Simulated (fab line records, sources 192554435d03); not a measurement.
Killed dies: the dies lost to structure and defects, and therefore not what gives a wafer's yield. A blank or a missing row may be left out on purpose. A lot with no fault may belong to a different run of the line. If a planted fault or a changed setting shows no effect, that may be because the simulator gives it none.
Which tool did it?    flow n5Finfet    11 lots with 31 wafers sampled at 5 steps, on a route of 1938 steps

== WHAT THE GAUGES READ, wafer by wafer ==
No reading from a measuring or inspecting step in the record can be judged against a usual standard deviation.

== TOOL THAT RAN EACH LOT (tool first, then ch and the chambers of the sampled wafers, then the start) ==
lot   N5_BEOL_M6_ETCH_72                 N5_BEOL_M6_ETCH_41                            N5_BEOL_M6_ALD_77                  N5_BEOL_M6_CVD_78               N5_PASSIVATION_PROBE_49
L752  rieDiel-02 ch 1,2, day 8 18:13     rieDiel-02 ch 1,2, day 8 19:32 or earlier     aldMetal-02 ch 1,2, day 8 19:32    cvdCo-02 ch 0,1,2, day 8 20:22  -
L755  rieDiel-03 ch 1,2,3, day 8 22:09   rieDiel-03 ch 1,2,3, day 8 23:17 or earlier   aldMetal-04 ch 0,2,3, day 8 23:17  cvdCo-01 ch 0,1, day 8 23:43    -
L756  rieDiel-02 ch 1,2,3, day 9 11:59   rieDiel-02 ch 1,2,3, day 9 14:58 or earlier   aldMetal-01 ch 2,3, day 9 14:58    cvdCo-02 ch 0,2, day 9 15:33    -
L757  rieDiel-01 ch 1,3, day 9 18:56     rieDiel-01 ch 1,3, day 9 21:08 or earlier     aldMetal-01 ch 1,3, day 9 21:08    cvdCo-01 ch 0,2, day 9 21:37    -
L760  rieDiel-02 ch 0,2, day 10 03:55    rieDiel-02 ch 0,2, day 10 05:13 or earlier    aldMetal-04 ch 0,1, day 10 05:13   cvdCo-01 ch 0,2, day 10 05:36   prober-02, day 13 09:52
L764  rieDiel-03 ch 3, day 11 05:20      rieDiel-03 ch 3, day 11 06:56 or earlier      aldMetal-04 ch 2,3, day 11 06:56   cvdCo-01 ch 0,2, day 11 07:17   -
L765  rieDiel-01 ch 0,1, day 11 18:38    rieDiel-01 ch 0,1, day 11 19:54 or earlier    aldMetal-02 ch 2,3, day 11 19:54   cvdCo-01 ch 1,2, day 11 20:28   -
L769  rieDiel-03 ch 0,1,2, day 12 10:37  rieDiel-03 ch 0,1,2, day 12 11:47 or earlier  aldMetal-02 ch 0,2, day 12 11:47   cvdCo-02 ch 1,2, day 12 12:16   -
L773  rieDiel-01 ch 2,3, day 14 08:08    rieDiel-01 ch 2,3, day 14 09:46 or earlier    aldMetal-01 ch 1,3, day 14 09:46   cvdCo-01 ch 0,2, day 14 10:17   -
L774  rieDiel-01 ch 0,1,2, day 14 22:32  rieDiel-01 ch 0,1,2, day 14 23:53 or earlier  aldMetal-04 ch 0,1, day 14 23:53   cvdCo-01 ch 0,2, day 15 00:30   -
L775  rieDiel-03 ch 1,3, day 14 22:40    rieDiel-03 ch 1,3, day 15 00:59 or earlier    aldMetal-04 ch 2,3, day 15 00:59   cvdCo-01 ch 0,2, day 15 02:11   -
- N5_BEOL_M6_ETCH_72: etches underlayer in N2/H2, target depth 6.5 nm, time 5.2 s.
- N5_BEOL_M6_ETCH_41: etches SiCN in CH3F/O2, target depth 29.7 nm, time 52 s.
- N5_BEOL_M6_ALD_77: deposits TaN, target thk 2 nm, pulse time 2 s, purge time 3 s.
- N5_BEOL_M6_CVD_78: deposits Co from CCTBA/H2, target thk 2 nm, time 142.3 s.
- N5_PASSIVATION_PROBE_49

== WHAT THE TOOLS THEMSELVES READ (means of the sampled wafers that have a number; where no wafer has one, the mark that the record gives instead) ==
N5_BEOL_M6_ETCH_72. Usual: drypumpMotorCurrentA 5.9 A, standard deviation 0.42; etchRfOnTimeS 5.17 s, standard deviation 0.061; oesProductAu 0.69 a.u., standard deviation 0.08; rfVppV 523.6 V, standard deviation 2.5; showerheadPlenumPTorr 2.53 Torr, standard deviation 0.083; throttleValvePct 17.72 %, standard deviation 0.22.
lot   tool        drypumpMotorCurrentA (A)  etchRfOnTimeS (s)  oesProductAu (a.u.)  rfVppV (V)  showerheadPlenumPTorr (Torr)  throttleValvePct (%)  flag
L752  rieDiel-02  5.1                       5.21               0.66                 521.1       2.47                          17.91                 
L755  rieDiel-03  6.2                       5.17               0.61                 524.0       2.52                          17.95                 
L756  rieDiel-02  5.4                       5.21               0.68                 522.6       2.52                          17.88                 
L757  rieDiel-01  6.0                       5.10               0.73                 525.5       2.55                          17.66                 
L760  rieDiel-02  5.5                       5.17               0.73                 523.7       2.57                          17.74                 
L764  rieDiel-03  6.3                       5.10               0.82                 522.1       2.51                          17.86                 
L765  rieDiel-01  6.0                       5.18               0.72                 522.6       2.51                          17.59                 
L769  rieDiel-03  6.2                       5.16               0.64                 522.3       2.50                          17.70                 
L773  rieDiel-01  5.8                       5.14               0.63                 523.8       2.56                          17.70                 
L774  rieDiel-01  5.9                       5.08               0.68                 521.4       2.52                          17.63                 
L775  rieDiel-03  6.0                       5.15               0.79                 524.7       2.57                          17.64                 

N5_BEOL_M6_ETCH_41. Usual: drypumpMotorCurrentA 5.9 A, standard deviation 0.42; oesProductAu 0.81 a.u., standard deviation 0.094; rfVppV 297.1 V, standard deviation 1.6; showerheadPlenumPTorr 1.99 Torr, standard deviation 0.066; throttleValvePct 16.17 %, standard deviation 0.24.
lot   tool        drypumpMotorCurrentA (A)  oesProductAu (a.u.)  rfVppV (V)  showerheadPlenumPTorr (Torr)  throttleValvePct (%)  flag
L752  rieDiel-02  5.1                       0.77                 296.8       1.94                          16.33                 
L755  rieDiel-03  6.2                       0.71                 296.9       1.98                          16.43                 
L756  rieDiel-02  5.4                       0.80                 297.5       1.98                          16.37                 
L757  rieDiel-01  6.0                       0.85                 296.4       2.00                          16.05                 
L760  rieDiel-02  5.5                       0.84                 298.0       2.02                          16.21                 
L764  rieDiel-03  6.3                       0.97                 298.1       1.98                          16.23                 
L765  rieDiel-01  6.0                       0.86                 296.5       1.97                          16.01                 
L769  rieDiel-03  6.2                       0.75                 296.8       1.96                          16.16                 
L773  rieDiel-01  5.8                       0.74                 297.3       2.02                          16.15                 
L774  rieDiel-01  5.9                       0.79                 297.4       1.98                          16.07                 
L775  rieDiel-03  6.0                       0.93                 297.5       2.02                          16.05                 

N5_BEOL_M6_ALD_77. Usual: heaterPowerW 436 W, standard deviation 54; precursorVesselCarrierSccm 1000.1 sccm, standard deviation 2.9.
lot   tool         heaterPowerW (W)  precursorVesselCarrierSccm (sccm)  flag
L752  aldMetal-02  394               999.2                              
L755  aldMetal-04  469               1000.9                             
L756  aldMetal-01  378               1001.2                             
L757  aldMetal-01  406               1005.0                             
L760  aldMetal-04  458               998.0                              
L764  aldMetal-04  480               1000.5                             
L765  aldMetal-02  368               1000.3                             
L769  aldMetal-02  413               1000.9                             
L773  aldMetal-01  407               1000.6                             
L774  aldMetal-04  451               998.7                              
L775  aldMetal-04  467               1000.1                             

N5_BEOL_M6_CVD_78. Usual: runLengthS at 165.6 s, with a standard deviation of 0.45.
lot   tool      runLengthS (s)  flag
L752  cvdCo-02  165.5           
L755  cvdCo-01  165.8           
L756  cvdCo-02  165.2           
L757  cvdCo-01  166.2           
L760  cvdCo-01  261.1           OFF
L764  cvdCo-01  261.4           OFF
L765  cvdCo-01  197.4           OFF
L769  cvdCo-02  165.6           
L773  cvdCo-01  165.8           
L774  cvdCo-01  165.8           
L775  cvdCo-01  165.8           

N5_PASSIVATION_PROBE_49. Usual: defectLimitedYield 91.4 %, standard deviation 1.5; killed_at_M0_to_M3 31, standard deviation 11; killed_at_M4_up 13, standard deviation 5.5; killedAtContacts 13, standard deviation 6.3; killedAtFrontEnd 40, standard deviation 13; killedAtOther 3.3, standard deviation 2.6; killedDies 101, standard deviation 18; killedOpen 67, standard deviation 13; killedShort 33, standard deviation 7.9; sort_bin_5_function 5.1 %, standard deviation 1; sort_bin_6_memory 3.2 %, standard deviation 0.68; sortNPass 1079, standard deviation 18; sortYieldPct 91.4 %, standard deviation 1.5.
lot   tool       defectLimitedYield (%)  killed_at_M0_to_M3  killed_at_M4_up  killedAtContacts  killedAtFrontEnd  killedAtOther  killedDies  killedOpen  killedShort  sort_bin_5_function (%)  sort_bin_6_memory (%)  sortNPass  sortYieldPct (%)  flag
L760  prober-02  91.5                    30                  16               9                 44                1.5            100         66          34           4.9                      3.4                    1080       91.5              

== THE ANSWER, worked out from the rows above alone ==
Rule: take the mean of a lot's wafers that have a number; if it is more than 3 standard deviations from the usual mean, the lot is off. A lot without any number at a reading at which 4 lots or more have one is off too. The other lots that the step has rows for count as sound. After the gauges, taken in route order, come the tools' own readings; for these a lot's mean is taken, as printed above. The first step at which some lot is off is used, and at that step the reading that is off furthest; a lot without a number counts as furthest.
Off at N5_BEOL_M6_CVD_78 (runLengthS): L760, L764, L765.
If a tool, at that step or one of the process steps before it, ran each lot that is off and ran no sound lot following the first of them, it fits. N5_BEOL_M6_ETCH_41: start missing for some lots; hours and lot order therefore follow N5_BEOL_M6_ALD_77. Of those tried, none fits.

== WHAT WAS PUT IN BY THE SIMULATOR ==
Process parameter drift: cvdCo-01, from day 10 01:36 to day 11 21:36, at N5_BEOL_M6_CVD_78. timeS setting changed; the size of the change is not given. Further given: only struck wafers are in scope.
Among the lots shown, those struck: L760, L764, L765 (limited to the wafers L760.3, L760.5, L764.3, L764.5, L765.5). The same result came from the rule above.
